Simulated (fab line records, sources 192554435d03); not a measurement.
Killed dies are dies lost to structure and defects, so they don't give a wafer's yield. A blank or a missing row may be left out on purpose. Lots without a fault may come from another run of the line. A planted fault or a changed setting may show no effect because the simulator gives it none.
Which tool did it? | flow n5_finfet | 9 lots, 27 wafers sampled, at 5 steps of a route of 1938

WHAT THE GAUGES READ, wafer by wafer
N5_BEOL_M4_RC_MEAS_101. Usual: DIBL_N 36.6 mV/V, standard deviation 1.3; DIBL_P 36.4 mV/V, standard deviation 1.4; IOFF_N 0.167 nA/um, standard deviation 0.023; IOFF_P 0.219 nA/um, standard deviation 0.029; ION_N 678 uA/um, standard deviation 8.7; ION_P 464 uA/um, standard deviation 6.4; SS_N 71.5 mV/dec, standard deviation 0.53; SS_P 73.4 mV/dec, standard deviation 0.57; VT_N 248.5 mV, standard deviation 2.8; VT_P -249 mV, standard deviation 3.1.
lot  | measured     | on        | DIBL_N (mV/V)  | DIBL_P (mV/V)  | IOFF_N (nA/um)    | IOFF_P (nA/um)    | ION_N (uA/um) | ION_P (uA/um) | SS_N (mV/dec)  | SS_P (mV/dec)  | VT_N (mV)         | VT_P (mV)      | flag
L808 | day 9 01:15  | prober-02 | 35.6 37.3 36.9 | 34.5 36.0 36.0 | 0.152 0.181 0.180 | 0.219 0.244 0.244 | 676 685 679   | 470 472 468   | 71.3 71.9 71.7 | 73.5 73.3 73.9 | 247.8 246.9 249.0 | -246 -247 -245 |
L810 | day 9 09:05  | prober-02 | 34.3 35.1 36.7 | 33.1 33.8 35.5 | 0.125 0.132 0.164 | 0.212 0.219 0.256 | 660 673 675   | 468 475 476   | 71.6 71.4 73.2 | 72.4 72.5 72.3 | 254.0 253.4 249.6 | -247 -249 -245 |
L811 | day 10 10:31 | prober-02 | 39.2 37.6 38.4 | 38.2 36.8 37.3 | 0.191 0.175 0.176 | 0.240 0.219 0.224 | 684 681 684   | 465 464 466   | 72.3 72.0 72.6 | 73.7 72.9 73.1 | 248.0 247.0 248.2 | -246 -248 -246 |
L813 | day 11 14:48 | prober-02 | 35.0 37.0 37.8 | 34.1 36.9 37.1 | 0.133 0.166 0.169 | 0.192 0.239 0.238 | 666 681 669   | 462 471 459   | 70.6 71.8 71.9 | 72.9 73.5 73.4 | 252.4 247.1 250.5 | -249 -247 -246 |
L817 | day 13 02:11 | prober-02 | 35.6 36.8 35.9 | 34.4 36.1 35.5 | 0.148 0.175 0.152 | 0.192 0.229 0.214 | 673 687 671   | 458 468 464   | 70.7 71.4 71.7 | 73.2 73.6 73.0 | 250.9 248.2 248.8 | -250 -248 -248 |
L823 | day 14 20:09 | prober-02 | 35.9 35.2 36.6 | 35.4 35.2 36.0 | 0.156 0.148 0.169 | 0.219 0.225 0.230 | 675 681 681   | 464 472 466   | 70.9 70.5 70.9 | 73.2 73.5 73.4 | 246.8 249.7 246.5 | -250 -248 -248 |
L825 | day 14 22:31 | prober-01 | 39.3 37.9 37.2 | 37.6 37.0 36.2 | 0.193 0.165 0.149 | 0.207 0.200 0.180 | 689 679 672   | 461 466 456   | 71.7 71.7 71.6 | 74.3 73.7 73.5 | 245.8 249.2 252.1 | -252 -253 -255 |
L827 | day 15 22:28 | prober-01 | 38.3 37.2 37.2 | 39.0 36.4 36.5 | 0.231 0.193 0.188 | 0.281 0.235 0.234 | 704 689 690   | 477 468 468   | 71.8 71.3 71.6 | 74.7 74.4 73.3 | 242.5 245.3 245.2 | -245 -249 -250 |
L828 | day 15 15:25 | prober-02 | 36.2 36.1 35.8 | 37.2 36.6 36.3 | 0.160 0.153 0.151 | 0.197 0.182 0.179 | 679 676 679   | 461 457 460   | 71.8 71.3 70.9 | 72.2 72.6 72.6 | 248.6 251.2 250.6 | -252 -250 -252 |

WHICH TOOL RAN EACH LOT (tool, then ch and the chambers of the sampled wafers, then the start)
lot  | N5_BEOL_M1_HM_OPEN_17             | N5_BEOL_M1_TRENCH_ETCH_37          | N5_BEOL_M1_ETCH_41                            | N5_BEOL_M1_ALD_84
L808 | rie_metal-02 ch 0,1, day 6 17:41  | rie_diel-03 ch 1,2,3, day 6 21:08  | rie_diel-03 ch 1,2,3, day 6 21:55 or earlier  | ald_metal-04 ch 1,2, day 6 21:55
L810 | rie_metal-02 ch 0, day 7 09:59    | rie_diel-06 ch 0,1,2, day 7 11:30  | rie_diel-06 ch 0,1,2, day 7 12:23 or earlier  | ald_metal-03 ch 1,2,3, day 7 12:23
L811 | rie_metal-01 ch 0,1, day 7 16:55  | rie_diel-06 ch 0,2,3, day 8 07:59  | rie_diel-06 ch 0,2,3, day 8 09:16 or earlier  | ald_metal-02 ch 1,3, day 8 09:16
L813 | rie_metal-01 ch 0,1, day 8 07:25  | rie_diel-03 ch 1,2, day 8 16:08    | rie_diel-03 ch 1,2, day 8 16:56 or earlier    | ald_metal-03 ch 0,2,3, day 8 16:56
L817 | rie_metal-01 ch 0,1, day 9 06:27  | rie_diel-03 ch 0,1,2, day 9 08:08  | rie_diel-03 ch 0,1,2, day 9 09:28 or earlier  | ald_metal-04 ch 0,1,2, day 9 09:28
L823 | rie_metal-02 ch 0,1, day 11 06:43 | rie_diel-03 ch 0,1,2, day 11 15:44 | rie_diel-03 ch 0,1,2, day 11 16:16 or earlier | ald_metal-04 ch 1,2,3, day 11 16:16
L825 | rie_metal-02 ch 0,1, day 11 11:12 | rie_diel-02 ch 0,1,2, day 12 03:28 | rie_diel-02 ch 0,1,2, day 12 04:16 or earlier | ald_metal-03 ch 1,2,3, day 12 04:16
L827 | rie_metal-01 ch 0,1, day 11 20:11 | rie_diel-02 ch 0,1,2, day 12 14:38 | rie_diel-02 ch 0,1,2, day 12 15:16 or earlier | ald_metal-02 ch 0,2,3, day 12 15:16
L828 | rie_metal-02 ch 0,1, day 12 10:23 | rie_diel-06 ch 0,1,2, day 12 20:40 | rie_diel-06 ch 0,1,2, day 12 22:09 or earlier | ald_metal-02 ch 0,1,2, day 12 22:09
- N5_BEOL_M1_HM_OPEN_17: chemistry Cl2/BCl3, target TiN, target depth 20 nm, overetch 6 nm.
- N5_BEOL_M1_TRENCH_ETCH_37: etches SiOC in C4F6/O2, target depth 55.207 nm, time 29 s.
- N5_BEOL_M1_ETCH_41: etches SiCN in CH3F/O2, target depth 31.9 nm, time 57.8 s.
- N5_BEOL_M1_ALD_84: deposits TaN, pulse time 2 s, purge time 3 s, co reactant purge time 2 s.

WHAT THE TOOLS THEMSELVES READ (means of the sampled wafers that have a number; where no wafer has one, the mark that the record gives instead)
N5_BEOL_M1_HM_OPEN_17. Usual: drypump_motor_current_A 5.96 A, standard deviation 0.13; oes_product_au 0.67 a.u., standard deviation 0.075; throttle_valve_pct 21.96 %, standard deviation 0.23.
lot  | tool         | drypump_motor_current_A (A) | oes_product_au (a.u.) | throttle_valve_pct (%) | flag
L808 | rie_metal-02 | 5.93                        | 0.68                  | 22.00                  |
L810 | rie_metal-02 | 6.12                        | 0.69                  | 22.35                  |
L811 | rie_metal-01 | 5.95                        | 0.67                  | 21.81                  |
L813 | rie_metal-01 | 5.95                        | 0.67                  | 21.81                  |
L817 | rie_metal-01 | 5.97                        | 0.67                  | 21.80                  |
L823 | rie_metal-02 | 5.92                        | 0.66                  | 22.02                  |
L825 | rie_metal-02 | 6.06                        | 0.67                  | 22.19                  |
L827 | rie_metal-01 | 5.95                        | 0.66                  | 21.81                  |
L828 | rie_metal-02 | 6.07                        | 0.66                  | 22.21                  |

N5_BEOL_M1_TRENCH_ETCH_37. Usual: bias_w 185.0 W, standard deviation 0.56; drypump_motor_current_A 5.7 A, standard deviation 0.45; oes_f_703_au 0.81 a.u., standard deviation 0.091; oes_product_au 0.81 a.u., standard deviation 0.097; rf_vpp_V 664 V, standard deviation 6.2; showerhead_plenum_p_Torr 2.86 Torr, standard deviation 0.096; throttle_valve_pct 20.88 %, standard deviation 0.21.
lot  | tool        | bias_w (W) | drypump_motor_current_A (A) | oes_f_703_au (a.u.) | oes_product_au (a.u.) | rf_vpp_V (V) | showerhead_plenum_p_Torr (Torr) | throttle_valve_pct (%) | flag
L808 | rie_diel-03 | 184.8      | 5.6                         | 0.80                | 0.80                  | 670          | 2.88                            | 20.85                  |
L810 | rie_diel-06 | 185.2      | 5.7                         | 0.82                | 0.81                  | 663          | 2.83                            | 20.86                  |
L811 | rie_diel-06 | 185.2      | 5.7                         | 0.81                | 0.80                  | 661          | 2.79                            | 20.87                  |
L813 | rie_diel-03 | 192.0      | 5.8                         | 0.72                | 0.72                  | 689          | 2.85                            | 20.99                  | OFF
L817 | rie_diel-03 | 191.6      | 5.4                         | 0.75                | 0.75                  | 686          | 2.81                            | 20.91                  | OFF
L823 | rie_diel-03 | 184.7      | 5.4                         | 0.81                | 0.83                  | 669          | 2.91                            | 20.81                  |
L825 | rie_diel-02 | 184.6      | 6.0                         | 0.83                | 0.83                  | 662          | 2.88                            | 20.83                  |
L827 | rie_diel-02 | 185.5      | 6.0                         | 0.82                | 0.82                  | 663          | 2.88                            | 20.83                  |
L828 | rie_diel-06 | 185.2      | 5.8                         | 0.78                | 0.77                  | 662          | 2.81                            | 20.89                  |

N5_BEOL_M1_ETCH_41. Usual: bias_w 75.01 W, standard deviation 0.21; drypump_motor_current_A 5.7 A, standard deviation 0.45; oes_product_au 0.81 a.u., standard deviation 0.096; rf_vpp_V 297.5 V, standard deviation 1.6; showerhead_plenum_p_Torr 2.01 Torr, standard deviation 0.071; throttle_valve_pct 16.32 %, standard deviation 0.24.
lot  | tool        | bias_w (W) | drypump_motor_current_A (A) | oes_product_au (a.u.) | rf_vpp_V (V) | showerhead_plenum_p_Torr (Torr) | throttle_valve_pct (%) | flag
L808 | rie_diel-03 | 75.18      | 5.6                         | 0.80                  | 297.0        | 2.03                            | 16.33                  |
L810 | rie_diel-06 | 75.01      | 5.7                         | 0.81                  | 296.7        | 1.98                            | 16.31                  |
L811 | rie_diel-06 | 74.86      | 5.7                         | 0.80                  | 296.7        | 1.96                            | 16.30                  |
L813 | rie_diel-03 | 74.95      | 5.8                         | 0.71                  | 298.0        | 2.00                            | 16.50                  |
L817 | rie_diel-03 | 74.93      | 5.3                         | 0.75                  | 296.4        | 1.97                            | 16.39                  |
L823 | rie_diel-03 | 75.05      | 5.4                         | 0.83                  | 298.2        | 2.05                            | 16.27                  |
L825 | rie_diel-02 | 74.87      | 6.0                         | 0.82                  | 297.2        | 2.03                            | 16.25                  |
L827 | rie_diel-02 | 75.16      | 6.0                         | 0.82                  | 297.3        | 2.02                            | 16.26                  |
L828 | rie_diel-06 | 74.84      | 5.7                         | 0.77                  | 296.6        | 1.97                            | 16.37                  |

N5_BEOL_M1_ALD_84. Usual: heater_power_w 416 W, standard deviation 49.
lot  | tool         | heater_power_w (W) | flag
L808 | ald_metal-04 | 443                |
L810 | ald_metal-03 | 378                |
L811 | ald_metal-02 | 417                |
L813 | ald_metal-03 | 419                |
L817 | ald_metal-04 | 418                |
L823 | ald_metal-04 | 434                |
L825 | ald_metal-03 | 374                |
L827 | ald_metal-02 | 429                |
L828 | ald_metal-02 | 445                |

THE ANSWER, worked out from the rows above alone
Rule: a lot is off if the mean of its wafers that have a number lies more than 3 standard deviations from the usual mean. A lot without any number at a reading at which 4 lots or more have one is off too. The other lots that the step has rows for count as sound. The gauges are gone through in route order, then the tools' own readings, and for those a lot's mean is taken as printed above. The first step at which some lot is off is used, and at that step the reading that is off furthest; a lot without a number counts as furthest.
Off: L813, L817, at N5_BEOL_M1_TRENCH_ETCH_37 (bias_w).
A tool fits if, at that step or a process step before it, it ran every lot that is off, and no sound lot after the first of them. None of those tried fits.

WHAT THE SIMULATOR HAD PUT IN
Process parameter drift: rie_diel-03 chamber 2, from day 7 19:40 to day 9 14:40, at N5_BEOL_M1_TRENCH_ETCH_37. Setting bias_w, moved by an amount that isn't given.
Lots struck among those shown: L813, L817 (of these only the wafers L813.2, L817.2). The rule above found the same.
